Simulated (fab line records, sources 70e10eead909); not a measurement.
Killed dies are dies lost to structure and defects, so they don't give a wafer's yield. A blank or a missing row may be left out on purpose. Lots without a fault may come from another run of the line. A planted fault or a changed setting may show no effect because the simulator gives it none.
fab line records | flow nand_harc
record lots=6 wafers=18 last_day=33
route steps=1302 shown THIN_TSV@1256 END@1302
lots that met no fault: from a run of the same line without faults
start_h: hours from the record's first day to the start of the lot's first wafer shown | wait_h: hours since the lot's step before | " the same as in the row above | L1.1+2: a row that stands for several wafers | - no value, or no start given | * or withheld: withheld | < > ~ a bound
route shown NAME@n: a module of which the file shows steps, and the number in the route of the first | usual: mean/standard deviation of fault-free wafers | same: alike in all rows | chamber/n: place in a boat | sites: the reading at each site | _std_site: their standard deviation | _edge_site: outer sites' mean less inner sites' | radius_mm: how far each site lies from the wafer's centre | mask NAME#n: copy n | behind: the tool/chamber that last shaped the wafer | hold: why the lot was held/for how many hours/how that ended | device: the transistor (n, p or np) that didn't switch | end of line: the same wafers' tests at the end of the route | a step without rows: its recipe alone | killed: dies lost to structure and defects at the first sort, not the wafer's yield | map: a wafer's dies, x killed, . not, _ none there
set.NAME: the setting as run; set.NAME@STEP: as run at that earlier step | model.NAME: the simulator's own value behind a step, which no gauge read
lots at some steps of the route; a table a step, a row a wafer
services: from which hour (start_h, from the record's first day; less than 0 if before it) a tool's chamber was out of use, for how many hours, and why
## steps
# step NHARC_THIN_TSV_EXPOSE_09
# recipe na=0.55 dose_mj=30.7 mask_id=TSV
# step NHARC_THIN_TSV_PEB_10
# recipe peb_temp_c=118 peb_time_s=85
# step NHARC_THIN_TSV_DEVELOP_11
# recipe time_s=70
# step NHARC_THIN_TSV_CD_MEAS_12
# recipe target_cd_nm=1000 landing_energy_ev=500
# usual cd_nm=1000.2/1.6
# columns lot.wafer tool chamber start_h wait_h cd_nm
L800.2 cd_sem-01 0 563.10 - 1002.9
L800.5 " 0 " " 1002.6
L800.6 " 0 " " 1004.7
L804.2 cd_sem-02 0 590.18 - 999.5
L804.3 " 0 " " 999.1
L804.4 " 0 " " 1000.7
L813.3 cd_sem-03 0 687.08 - 999.1
L813.5 " 0 " " 999.6
L813.6 " 0 " " 999.4
L815.1 cd_sem-03 0 703.21 - 998.7
L815.5 " 0 " " 999.1
L815.6 " 0 " " 998.6
L820.2 cd_sem-01 0 759.80 - 1002.7
L820.4 " 0 " " 1001.3
L820.6 " 0 " " 1000.8
L821.1 cd_sem-01 0 772.22 - 1000.8
L821.2 " 0 " " 999.4
L821.6 " 0 " " 998.9
# step NHARC_THIN_TSV_HARDBAKE_13
# recipe temp_c=125 time_s=80
# step NHARC_THIN_TSV_DESCUM_14
# recipe time_s=3 o2_flow_sccm=200 ar_flow_sccm=0 bias_power_w=0 chemistry=O2
# usual drypump_motor_current_A=5.7/0.36 oes_product_au=1.001/0.011 rf_vpp_V=57.6/0.85 showerhead_plenum_p_Torr=1.87/0.06 throttle_valve_pct=11.311/0.0096
# columns lot.wafer tool chamber start_h wait_h drypump_motor_current_A oes_product_au rf_hours_counter_h rf_vpp_V showerhead_plenum_p_Torr throttle_valve_pct
L800.2 rie_diel-13 3 563.28 - 5.6 1.004 1.4 57.3 1.93 11.301
L800.6 " 0 " " 5.5 0.988 - 58.2 1.79 11.317
L800.5 " 1 " " 6.4 1.019 - 58.1 1.82 11.309
L804.3 rie_diel-03 1 590.34 - 5.9 1.001 6.8 56.3 1.78 11.318
L804.4 " 2 " " 5.8 1.021 8.0 58.4 1.97 11.304
L804.2 " 3 " " 5.7 1.014 8.0 57.8 1.86 11.320
L813.3 rie_diel-02 2 687.26 - 6.7 0.996 7.0 57.3 1.92 11.309
L813.5 " 3 " " 5.9 1.020 - 57.7 1.84 11.311
L813.6 " 0 " " 5.6 0.979 - 58.4 1.96 11.309
L815.1 rie_diel-03 3 703.38 - 5.7 1.006 3.9 57.6 1.86 11.331
L815.6 " 2 " " 5.8 1.023 - 58.9 1.97 11.312
L815.5 " 3 " " 5.7 1.006 - 57.5 1.86 11.315
L820.4 rie_diel-02 3 759.96 - 5.9 1.005 0.0 57.3 1.84 11.305
L820.2 " 2 " " 6.7 0.997 0.1 57.3 1.92 11.316
L820.6 " 0 " " 5.7 0.987 - 57.1 1.96 11.315
L821.2 rie_diel-13 3 772.38 - 5.6 1.005 3.9 56.7 1.93 11.312
L821.1 " 1 " " 6.3 0.993 2.8 57.5 1.82 11.304
L821.6 " 3 " " 5.6 1.006 - 59.6 1.93 11.320
# step NHARC_THIN_TSV_ETCH_44
# recipe target_depth_a=15942 time_s=797.1 cf4_flow_sccm=150 o2_flow_sccm=10 ar_flow_sccm=0 rf_w=300 bias_w=800 chemistry=CF4/O2
# usual drypump_motor_current_A=5.8/0.38 oes_product_au=1.002/0.011 rf_vpp_V=792/3.6 showerhead_plenum_p_Torr=1.80/0.056 throttle_valve_pct=16.914/0.0089
# columns lot.wafer tool chamber start_h wait_h drypump_motor_current_A oes_product_au rf_hours_counter_h rf_vpp_V showerhead_plenum_p_Torr throttle_valve_pct
L800.2 rie_diel-13 0 563.40 0.1 5.5 0.998 1.6 786 1.72 16.911
L800.5 " 3 " " 5.6 1.000 - 794 1.85 16.917
L800.6 " 0 " " 5.5 0.977 - 788 1.72 16.928
L804.4 rie_diel-03 1 590.42 0.1 5.8 0.983 6.9 787 1.72 16.911
L804.2 " 3 " " 5.7 1.004 8.1 791 1.79 16.895
L804.3 " 0 " " 5.2 0.989 8.5 793 1.81 16.918
L813.3 rie_diel-02 3 687.43 0.2 5.9 1.016 6.3 790 1.77 16.907
L813.5 " 1 " " 6.0 1.005 - 792 1.81 16.900
L813.6 " 2 " " 6.7 0.994 - 795 1.84 16.900
L815.1 rie_diel-03 0 703.51 0.1 5.2 0.981 4.0 792 1.81 16.897
L815.5 " 3 " " 5.7 1.008 - 792 1.79 16.922
L815.6 " 0 " " 5.2 0.995 - 794 1.81 16.911
L820.4 rie_diel-02 0 760.04 0.1 5.6 0.991 0.2 797 1.87 16.902
L820.2 " 2 " " 6.7 0.987 0.2 796 1.84 16.918
L820.6 " 0 " " 5.6 0.995 - 797 1.87 16.917
L821.1 rie_diel-13 3 772.46 0.1 5.6 1.000 4.0 794 1.85 16.904
L821.2 " 0 " " 5.6 1.009 3.6 787 1.72 16.914
L821.6 " 0 " " 5.5 1.002 - 787 1.72 16.921
# step NHARC_THIN_TSV_ETCH_15
# recipe target_depth_a=30000 bosch_target_overetch_cycles=2 bosch_etch_step_s=2.8 bosch_dep_step_s=1.2 bosch_cycles=14
# usual drypump_motor_current_A=5.69/0.28
# columns lot.wafer tool chamber start_h wait_h drypump_motor_current_A rf_hours_counter_h
L800.2 rie_si-01 0 563.95 - 5.97 0.1
L800.6 " 1 " " 5.51 -
L800.5 " 3 " " 5.80 -
L804.2 rie_si-05 2 590.99 - 5.76 0.5
L804.4 " 3 " " 5.76 0.5
L804.3 " 1 " " 5.65 0.6
L813.3 rie_si-01 2 687.93 - 5.74 0.7
L813.5 " 3 " " 5.80 -
L813.6 " 0 " " 5.97 -
L815.1 rie_si-01 2 704.04 - 5.71 0.7
L815.5 " 1 " " 5.56 -
L815.6 " 2 " " 5.67 -
L820.4 rie_si-05 1 760.61 - 5.63 0.5
L820.2 " 0 " " 6.27 0.5
L820.6 " 1 " " 5.62 -
L821.2 rie_si-05 0 773.04 - 6.24 0.5
L821.1 " 2 " " 5.75 0.7
L821.6 " 0 " " 6.27 -
# step NHARC_THIN_TSV_CD_MEAS_16
# usual cd_nm=1000.2/1.6
# columns lot.wafer tool chamber start_h wait_h cd_nm
L800.2 cd_sem-01 - 564.09 0.1 1003.1
L800.5 " - " " 1004.1
L800.6 " - " " 1004.9
L804.2 cd_sem-01 - 591.13 0.1 998.9
L804.3 " - " " 999.6
L804.4 " - " " 1000.6
L813.3 cd_sem-01 - 688.04 0.1 999.0
L813.5 " - " " 1000.4
L813.6 " - " " 999.8
L815.1 cd_sem-03 - 704.17 0.1 998.1
L815.5 " - " " 999.0
L815.6 " - " " 998.1
L820.2 cd_sem-02 - 760.76 0.1 1003.1
L820.4 " - " " 1000.8
L820.6 " - " " 1001.1
L821.1 cd_sem-03 - 773.17 0.1 1001.3
L821.2 " - " " 999.7
L821.6 " - " " 999.5
# step NHARC_THIN_TSV_STRIP_45
# recipe power_w=1500 temp_c=250 chemistry=O2
# usual drypump_motor_current_A=5.6/0.45 heater_power_w=314/26
# columns lot.wafer tool chamber start_h wait_h drypump_motor_current_A heater_power_w rf_hours_counter_h
L800.2 plasma_asher-01 0 564.21 0.1 5.6 313 7
L800.5 " 1 " " 5.1 301 -
L800.6 " 0 " " 5.7 301 -
L804.2 plasma_asher-02 0 591.25 0.1 6.2 320 33
L804.4 " 1 " " 6.2 355 -
L804.3 " 0 " " 6.1 321 -
L813.3 plasma_asher-01 1 688.20 0.2 5.0 303 -
L813.6 " 1 " " 5.1 289 -
L813.5 " 0 " " 5.6 305 -
L815.1 plasma_asher-02 1 704.74 0.6 6.2 365 21
L815.5 " 1 " " 6.2 380 -
L815.6 " 0 " " 6.1 320 -
L820.2 plasma_asher-02 0 760.83 0.1 6.1 314 32
L820.4 " 0 " " 6.2 311 -
L820.6 " 1 " " 6.2 365 -
L821.2 plasma_asher-02 0 773.25 0.1 6.1 322 34
L821.1 " 1 " " 6.2 384 34
L821.6 " 1 " " 6.2 371 -
# step NHARC_THIN_TSV_STRIP_46
# recipe time_s=1200 temp_c=72.5 chemistry=post_etch_residue_remover
# step NHARC_THIN_TSV_DEP_47
# recipe target_thk_a=2000 temp_c=withheld pressure_torr=6.5 rf_w=900 teos_flow_sccm=161.4 flow_sccm=2650 target_thk_nm=200 gas=O2 material=SiO2
# step NHARC_THIN_TSV_ETCHBACK_48
# recipe target_depth_a=10285 over_etch_frac=0.3 time_s=405.17 ion_energy_ev=250 c4f8_flow_sccm=withheld ar_flow_sccm=withheld rf_w=600 bias_w=300 chemistry=C4F8/Ar
# usual bias_w=299.9/0.85 chamber_pressure_mTorr=25.002/0.023 oes_product_au=0.937/0.029 rf_vpp_V=545.5/2.3
# columns lot.wafer tool chamber start_h wait_h bias_w chamber_pressure_mTorr oes_product_au rf_hours_counter_h rf_vpp_V
L800.2 rie_diel-13 3 565.39 - 301.5 24.962 0.928 1.9 547.0
L800.6 " 2 " " 301.4 24.982 0.918 - 543.5
L800.5 " 3 " " 300.3 24.984 0.918 - 547.9
L804.3 rie_diel-02 1 592.41 - 299.2 25.014 1.014 0.4 546.0
L804.4 " 3 " " 300.1 25.017 1.024 0.3 543.7
L804.2 " 0 " " 300.0 24.982 0.991 0.3 548.0
L813.3 rie_diel-02 1 689.38 - - - - - -
L813.6 " 3 " " - - - - -
L813.5 " 0 " " - - - - -
L815.1 rie_diel-13 1 705.93 - - - - - -
L815.6 " 1 " " - - - - -
L815.5 " 2 " " - - - - -
L820.4 rie_diel-02 3 762.06 - 299.6 25.008 0.970 0.3 543.7
L820.2 " 0 " " 300.1 24.953 0.954 0.6 548.4
L820.6 " 3 " " 298.9 25.017 0.976 - 544.9
L821.2 rie_diel-03 0 774.52 - 299.3 24.989 0.912 9.5 546.6
L821.1 " 2 " " 300.4 25.011 0.932 9.8 549.5
L821.6 " 3 " " 300.3 25.005 0.938 - 544.5
# step NHARC_THIN_TSV_STRIP_62
# recipe power_w=1500 temp_c=250 time_s=20 chemistry=N2/H2
# usual drypump_motor_current_A=5.6/0.45 heater_power_w=316/28
# columns lot.wafer tool chamber start_h wait_h drypump_motor_current_A heater_power_w rf_hours_counter_h
L800.2 plasma_asher-01 1 565.72 - 5.1 294 7
L800.5 " 1 " " 5.1 300 -
L800.6 " 0 " " 5.7 301 -
L804.2 plasma_asher-02 1 592.77 - 6.2 364 34
L804.3 " 1 " " 6.2 361 -
L804.4 " 0 " " 6.1 313 -
L813.3 plasma_asher-01 1 689.73 0.3 5.1 293 -
L813.6 " 1 " " 5.1 299 -
L813.5 " 0 " " 5.6 299 -
L815.1 plasma_asher-01 1 706.29 0.3 5.1 288 0
L815.5 " 1 " " 5.1 296 -
L815.6 " 0 " " 5.6 316 -
L820.2 plasma_asher-02 0 762.41 - 6.1 321 32
L820.4 " 0 " " 6.1 314 -
L820.6 " 1 " " 6.2 369 -
L821.1 plasma_asher-01 0 774.84 - 5.6 319 15
L821.2 " 1 " " 5.1 285 15
L821.6 " 1 " " 5.0 292 -
# step NHARC_END_SORT_01
# recipe temp_c=25
# usual defect_limited_yield=90.7/2.9 killed_at_array=58/20 killed_at_other=1.0/1.2 killed_at_periphery=4.1/3 killed_dies=63/20 killed_open=3.2/1.7 killed_short=2.5/1.5
# same gross_dies=677
# columns lot.wafer tool chamber start_h wait_h hold defect_limited_yield[%] killed_at_array killed_at_other killed_at_periphery killed_dies killed_open killed_short
L800.2 prober-02 0 580.46 2.8 - 95.4 27 1 3 31 4 5
L800.5 prober-02 0 582.88 3.7 - 97.0 14 3 3 20 2 5
L800.6 prober-02 0 583.69 4.0 - 95.6 29 0 1 30 2 1
L804.2 prober-02 0 605.81 2.8 - 95.1 30 0 3 33 3 2
L804.3 prober-02 0 606.61 3.1 - 95.1 27 0 6 33 7 2
L804.4 prober-02 0 607.40 3.4 - 95.9 22 0 6 28 3 4
L813.3 prober-02 0 702.33 3.1 await_dispo/12.5h/scrap 0 67 600 10 677 1 3
L813.5 prober-02 0 703.97 3.8 await_dispo/12.5h/scrap 0 67 599 11 677 3 4
L813.6 prober-02 0 704.79 4.1 await_dispo/12.5h/scrap 0 59 613 5 677 2 2
L820.2 prober-02 0 777.07 2.8 - 90.7 61 1 1 63 6 2
L820.4 prober-02 0 778.70 3.5 - 87.7 79 2 2 83 7 3
L820.6 prober-02 0 780.33 4.1 - 90.3 64 0 2 66 3 5
L821.1 prober-02 0 786.10 2.5 - 92.8 48 1 0 49 2 2
L821.2 prober-02 0 786.90 2.8 - 92.8 49 0 0 49 3 2
L821.6 prober-02 0 790.11 4.0 - 94.1 38 1 1 40 2 1
# killed by level:class
L800.2 A_CHANNEL_HOLE_D2:chamber_film_flake=10 A_CONTACT:chamber_film_flake=3 A_DECK1_JOINT:chamber_film_flake=3 A_ONON_D2:geometric_particle:short=2 A_CHANNEL_HOLE_D1:chamber_film_flake=2 P_GATE:geometric_particle:open=1 P_CONTACT:geometric_particle:open=1 P_M0:geometric_particle:open=1
L800.5 A_CHANNEL_HOLE_D2:chamber_film_flake=6 A_BLC:geometric_particle:short=2 THIN_TSV:chamber_film_flake=2 P_CONTACT:geometric_particle:short=1 A_DECK1_JOINT:geometric_particle:short=1 A_CHANNEL_FILL_D2:geometric_particle:short=1 A_CHANNEL_FILL_D2:geometric_particle:open=1 P_STI:chamber_film_flake=1
L800.6 A_CHANNEL_HOLE_D2:chamber_film_flake=6 A_CHANNEL_HOLE_D1:chamber_film_flake=4 A_M0:chamber_film_flake=4 A_M1:chamber_film_flake=4 A_DECK1_JOINT:chamber_film_flake=2 A_SLIT:chamber_film_flake=2 A_CONTACT:chamber_film_flake=2 A_CHANNEL_FILL_D1:geometric_particle:short=1
L804.2 A_CHANNEL_HOLE_D2:chamber_film_flake=12 A_CHANNEL_HOLE_D1:chamber_film_flake=7 A_CONTACT:chamber_film_flake=5 P_BONDPAD:chamber_film_flake=2 P_CONTACT:geometric_particle:short=1 A_ONON_D1:geometric_particle:open=1 A_CHANNEL_FILL_D2:geometric_particle:open=1 A_WL_FILL:geometric_particle:open=1
L804.3 A_CHANNEL_HOLE_D2:chamber_film_flake=11 A_CONTACT:chamber_film_flake=9 P_CONTACT:geometric_particle:open=2 P_M2:chamber_film_flake=2 P_GATE:geometric_particle:open=1 A_CHANNEL_FILL_D1:geometric_particle:open=1 A_DECK1_JOINT:geometric_particle:short=1 A_CHANNEL_FILL_D2:geometric_particle:short=1
L804.4 A_CHANNEL_HOLE_D2:chamber_film_flake=6 A_CONTACT:chamber_film_flake=4 P_M2:chamber_film_flake=2 A_CHANNEL_HOLE_D1:chamber_film_flake=2 A_STAIRCASE:chamber_film_flake=2 A_SLIT:chamber_film_flake=2 P_CONTACT:geometric_particle:open=1 P_M1:geometric_particle:open=1
L813.3 THIN_TSV:area_etchback=600 A_CHANNEL_HOLE_D1:chamber_film_flake=25 A_CHANNEL_HOLE_D2:chamber_film_flake=24 P_M2:chamber_film_flake=7 A_CONTACT:chamber_film_flake=6 A_CHANNEL_FILL_D1:chamber_film_flake=4 A_SOURCE_PLATE:geometric_particle:short=1 A_DECK1_JOINT:geometric_particle:short=1
L813.5 THIN_TSV:area_etchback=599 A_CHANNEL_HOLE_D1:chamber_film_flake=25 A_CHANNEL_HOLE_D2:chamber_film_flake=25 P_M2:chamber_film_flake=7 A_CONTACT:chamber_film_flake=7 A_SLIT:chamber_film_flake=3 A_CHANNEL_FILL_D2:chamber_film_flake=2 P_STI:geometric_particle:short=1
L813.6 THIN_TSV:area_etchback=613 A_CHANNEL_HOLE_D2:chamber_film_flake=23 A_CHANNEL_HOLE_D1:chamber_film_flake=20 A_CONTACT:chamber_film_flake=9 A_CHANNEL_FILL_D1:chamber_film_flake=3 P_M2:chamber_film_flake=2 P_M1:geometric_particle:short=1 A_DECK1_JOINT:geometric_particle:open=1
L820.2 A_CHANNEL_HOLE_D2:chamber_film_flake=25 A_CHANNEL_HOLE_D1:chamber_film_flake=17 A_SLIT:chamber_film_flake=6 A_DECK1_JOINT:geometric_particle:open=3 A_CHANNEL_HOLE_D2:geometric_particle:open=2 A_CONTACT:chamber_film_flake=2 A_ONON_D1:geometric_particle:short=1 A_CHANNEL_FILL_D2:geometric_particle:short=1
L820.4 A_CHANNEL_HOLE_D2:chamber_film_flake=33 A_CHANNEL_HOLE_D1:chamber_film_flake=19 A_SLIT:chamber_film_flake=9 A_CONTACT:chamber_film_flake=7 A_ONON_D1:geometric_particle:open=2 A_SGD_CUT:chamber_film_flake=2 THIN_TSV:chamber_film_flake=2 P_M2:geometric_particle:open=1
L820.6 A_CHANNEL_HOLE_D2:chamber_film_flake=21 A_CHANNEL_HOLE_D1:chamber_film_flake=15 A_SLIT:chamber_film_flake=8 A_CONTACT:chamber_film_flake=6 A_SGD_CUT:chamber_film_flake=4 A_M0:geometric_particle:open=2 A_STAIRCASE:chamber_film_flake=2 P_CONTACT:geometric_particle:short=1
L821.1 A_SLIT:chamber_film_flake=38 A_ZERO_WELL:chamber_film_flake=2 A_CONTACT:chamber_film_flake=2 A_CHANNEL_HOLE_D1:geometric_particle:short=1 A_CHANNEL_FILL_D1:geometric_particle:open=1 A_SGD_CUT:geometric_particle:short=1 A_CONTACT:geometric_particle:open=1 A_CHANNEL_HOLE_D2:chamber_film_flake=1
L821.2 A_SLIT:chamber_film_flake=36 A_CONTACT:chamber_film_flake=6 A_CHANNEL_FILL_D1:geometric_particle:open=2 A_STAIRCASE:geometric_particle:short=1 A_WL_FILL:geometric_particle:open=1 A_M0:geometric_particle:short=1 A_ZERO_WELL:chamber_film_flake=1 A_STAIRCASE:chamber_film_flake=1
L821.6 A_SLIT:chamber_film_flake=29 A_CONTACT:chamber_film_flake=2 P_M0:geometric_particle:open=1 A_CHANNEL_FILL_D2:geometric_particle:short=1 A_SGD_CUT:geometric_particle:open=1 A_ZERO_WELL:chamber_film_flake=1 A_CHANNEL_HOLE_D1:chamber_film_flake=1 A_DECK1_JOINT:chamber_film_flake=1
# map L813.3 (x killed, . not)
____________x____________
_________xxxxxxx_________
_______xxxxxxxxxxx_______
______xxxxxxxxxxxxx______
_____xxxxxxxxxxxxxxx_____
____xxxxxxxxxxxxxxxxx____
____xxxxxxxxxxxxxxxxx____
___xxxxxxxxxxxxxxxxxxx___
___xxxxxxxxxxxxxxxxxxx___
__xxxxxxxxxxxxxxxxxxxxx__
__xxxxxxxxxxxxxxxxxxxxx__
_xxxxxxxxxxxxxxxxxxxxxxx_
_xxxxxxxxxxxxxxxxxxxxxxx_
_xxxxxxxxxxxxxxxxxxxxxxx_
_xxxxxxxxxxxxxxxxxxxxxxx_
_xxxxxxxxxxxxxxxxxxxxxxx_
xxxxxxxxxxxxxxxxxxxxxxxxx
xxxxxxxxxxxxxxxxxxxxxxxxx
xxxxxxxxxxxxxxxxxxxxxxxxx
xxxxxxxxxxxxxxxxxxxxxxxxx
xxxxxxxxxxxxxxxxxxxxxxxxx
_xxxxxxxxxxxxxxxxxxxxxxx_
_xxxxxxxxxxxxxxxxxxxxxxx_
_xxxxxxxxxxxxxxxxxxxxxxx_
_xxxxxxxxxxxxxxxxxxxxxxx_
_xxxxxxxxxxxxxxxxxxxxxxx_
__xxxxxxxxxxxxxxxxxxxxx__
__xxxxxxxxxxxxxxxxxxxxx__
___xxxxxxxxxxxxxxxxxxx___
___xxxxxxxxxxxxxxxxxxx___
____xxxxxxxxxxxxxxxxx____
____xxxxxxxxxxxxxxxxx____
_____xxxxxxxxxxxxxxx_____
______xxxxxxxxxxxxx______
_______xxxxxxxxxxx_______
_________xxxxxxx_________
____________x____________
# map L800.2 (x killed, . not)
____________.____________
_________..x...._________
_______.......x..._______
______.............______
_____........x......_____
____.....x...........____
____.x..............x____
___.....x...........x.___
___...................___
__.....................__
__.................x...__
_......................._
_......................._
_......................._
_.....x................._
_......................x_
.........................
.........................
.......................x.
.........................
.................x....x..
_..............x.x......_
_..............xx.xx...._
_..................xx..._
_.....x.........x......._
_......................._
__.....................__
__................x....__
___.....x.....x.......___
___.x.................___
____.............x...____
____.x......x........____
_____..............._____
______.............______
_______..........._______
_________......._________
____________.____________
## services
# columns tool chamber start_h hours kind
rie_si-01 - 547.00 9.0 pm
rie_diel-02 0 549.70 - clean
rie_diel-02 1 549.70 - clean
rie_diel-02 2 549.70 - clean
rie_diel-02 3 549.70 - clean
rie_diel-02 2 554.71 12.9 repair
rie_si-05 2 558.26 11.4 repair
rie_diel-02 - 570.70 9.0 pm
rie_diel-02 0 570.70 9.0 vent_cycle
plasma_asher-02 - 603.00 9.0 pm
rie_diel-03 - 635.30 9.0 pm
rie_diel-02 1 651.74 7.4 repair
rie_si-05 - 659.00 9.0 pm
rie_diel-13 - 696.00 9.0 pm
plasma_asher-01 - 696.15 9.0 pm
rie_diel-13 1 712.03 11.7 repair
rie_si-01 - 724.00 9.0 pm
rie_diel-03 - 732.67 0.6 repair
plasma_asher-01 - 746.43 0.5 repair
rie_diel-02 - 747.70 9.0 pm
plasma_asher-02 - 751.58 6.0 repair
rie_si-01 0 760.78 5.2 repair
rie_diel-02 3 766.78 8.8 repair
rie_si-01 3 771.70 3.9 repair
## key
first_sign step=NHARC_THIN_TSV_ETCHBACK_48 reading=tool_record direction=missing
effect step=NHARC_END_SORT_01 reading=defect_limited_yield direction=down sigmas=31 usual=90.7 struck=0
more_kills_born_at NHARC_THIN_TSV_ETCHBACK_48@rie_diel-02=1812
met_at NHARC_THIN_TSV_ETCHBACK_48
struck_wafers L813.3,L813.5,L813.6,L815.1,L815.5,L815.6
later_rows_left_out L813.3,L813.5,L813.6,L815.1,L815.5,L815.6
sort_left_out L815.1,L815.5,L815.6
onset_between 592.41 689.38
fault kind=skipped_step_whole tool=rie_diel-02,rie_diel-13 chamber=- onset_h=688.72 steps=NHARC_THIN_TSV_ETCHBACK_48 scope=struck_lots_only
# sort_left_out: the simulated sort isn't trusted on such a fault, so these wafers' sort isn't shown, and their yield isn't known
# later_rows_left_out: the simulator's readings of these wafers behind a module that went badly wrong aren't trusted and aren't shown, but for the sort
